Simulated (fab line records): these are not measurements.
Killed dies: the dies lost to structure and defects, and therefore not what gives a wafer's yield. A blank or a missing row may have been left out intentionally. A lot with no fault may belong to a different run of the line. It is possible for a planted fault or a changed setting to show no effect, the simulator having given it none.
Lot-split experiment -- flow n5 finfet -- route with 1938 steps; 7 lots, 39 wafers read

== THE SPLIT ITSELF ==
At N5_BEOL_M3_ALD_98 (deposits SiO2, target thk 2.5 nm, pulse time 1 s, co reactant pulse time 1 s), the setting ald cycles was moved away from the recipe's 17 on 15 of the 39 wafers read, by -58.8% to +41.2%. For the rest of the wafers, this setting stayed at what the recipe calls for.

The split's own step is where the reading is taken.

== THE READING ==
SiO2_of_BEOL_M3_ALD_98.thk nm (the simulator's own value, which no gauge read), in nm, at N5_BEOL_M3_ALD_98 (deposits SiO2, target thk 2.5 nm, pulse time 1 s, co reactant pulse time 1 s). The file gives no usual value for it. Across the 24 wafers here that went through the recipe, the average is 2.5 nm and the standard deviation 0.099 nm.

wafer,"tool, chamber at the split",ald cycles as run,against the recipe,"SiO2_of_BEOL_M3_ALD_98.thk nm, nm",against lot-mates on the recipe
L078.1,"ald sin-04, 3,1,2",11,-35.3%,1.6,-1.0
L078.3,"ald sin-04, 3,1,2",11,-35.3%,1.6,-1.0
L078.4,"ald sin-04, 3,1,2",11,-35.3%,1.6,-1.0
L078.2,"ald sin-04, 0,3,0",17,recipe,2.6,-
L078.5,"ald sin-04, 0,3,0",17,recipe,2.6,-
L078.6,"ald sin-04, 0,3,0",17,recipe,2.6,-
L080.2,"ald sin-04, 1,0,2",17,recipe,2.6,-
L080.4,"ald sin-04, 1,0,2",17,recipe,2.6,-
L080.6,"ald sin-04, 1,0,2",17,recipe,2.6,-
L081.1,"ald sin-01, 1,2,3,0,3,2",17,recipe,2.4,-
L081.2,"ald sin-01, 1,2,3,0,3,2",17,recipe,2.4,-
L081.3,"ald sin-01, 1,2,3,0,3,2",17,recipe,2.4,-
L081.4,"ald sin-01, 1,2,3,0,3,2",17,recipe,2.4,-
L081.5,"ald sin-01, 1,2,3,0,3,2",17,recipe,2.4,-
L081.6,"ald sin-01, 1,2,3,0,3,2",17,recipe,2.4,-
L084.1,"ald sin-04, 3",17,recipe,2.4,-
L084.2,"ald sin-04, 1,2,3",24,+41.2%,3.6,+1.1
L084.4,"ald sin-04, 1,2,3",24,+41.2%,3.6,+1.1
L084.6,"ald sin-04, 1,2,3",24,+41.2%,3.6,+1.1
L084.3,"ald sin-04, 0,2",17,recipe,2.6,-
L084.5,"ald sin-04, 0,2",17,recipe,2.6,-
L085.1,"ald sin-01, 1,2",17,recipe,2.6,-
L085.5,"ald sin-01, 1,2",17,recipe,2.6,-
L085.2,"ald sin-01, 3,2,0",7,-58.8%,1,-1.5
L085.3,"ald sin-01, 3,2,0",7,-58.8%,1,-1.5
L085.4,"ald sin-01, 3,2,0",7,-58.8%,1,-1.5
L085.6,"ald sin-01, 3",17,recipe,2.4,-
L088.1,"ald sin-04, 1,3,2",13,-23.5%,2,-0.5
L088.2,"ald sin-04, 1,3,2",13,-23.5%,2,-0.5
L088.4,"ald sin-04, 1,3,2",13,-23.5%,2,-0.5
L088.3,"ald sin-04, 0",17,recipe,2.4,-
L088.5,"ald sin-04, 1,2",17,recipe,2.6,-
L088.6,"ald sin-04, 1,2",17,recipe,2.6,-
L091.1,"ald sin-04, 1,2,2",14,-17.6%,2,-0.5
L091.2,"ald sin-04, 1,2,2",14,-17.6%,2,-0.5
L091.5,"ald sin-04, 1,2,2",14,-17.6%,2,-0.5
L091.3,"ald sin-04, 3,0",17,recipe,2.6,-
L091.4,"ald sin-04, 3,0",17,recipe,2.6,-
L091.6,"ald sin-04, 3",17,recipe,2.4,-
The file does not say which wafer passed through which chamber wherever a row lists several chambers: such a row stands for several wafers.

FIT RESULTS
A straight line over all 39 wafers: SiO2_of_BEOL_M3_ALD_98.thk nm changes by +0.0258 nm for each +1% of ald cycles; r = +0.99; the points scatter about the line by 0.085 nm.
The same after taking each lot's own level away (the mean of its wafers on the recipe; 39 wafers): +0.0263 nm for each +1%; r = +0.99; scatter 0.066 nm.
On that fit, the largest move of ald cycles shifts the reading by 1.5 nm.
From 2.40 to 2.60 nm: that is the span of the lots' own levels, equal to 2.0 times the standard deviation above.
The two slopes agree, so the slope changes little with the lot-to-lot level.
Check: with one of the wafers moved furthest among these (-58.8%) left out of the fit, the line predicts -1.55 nm for it against its lot-mates. It came out at -1.53 nm against them.

== ADDITIONAL SPLITS CARRIED BY THESE WAFERS ==
These wafers also went through other splits before the reading. Each is held against what the fit with the lots' levels taken away leaves over:
other split on the same wafers,wafers away from the commonest value,r with SiO2_of_BEOL_M3_ALD_98.thk nm (lot level and that fit taken away)
N5_FIN_SAQP_HM_DEP_03 target thk a,9,-0.21
N5_HKMG_FIN_ALD_91 ald cycles,18,-0.25
N5_BEOL_M0_SAQP_MANDREL_ETCH_20 target depth a,6,+0.20

== FILE'S OWN FIT ==
SiO2_of_BEOL_M3_ALD_98.thk nm changes by +0.0263 nm for each +1% of ald cycles, r = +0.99.
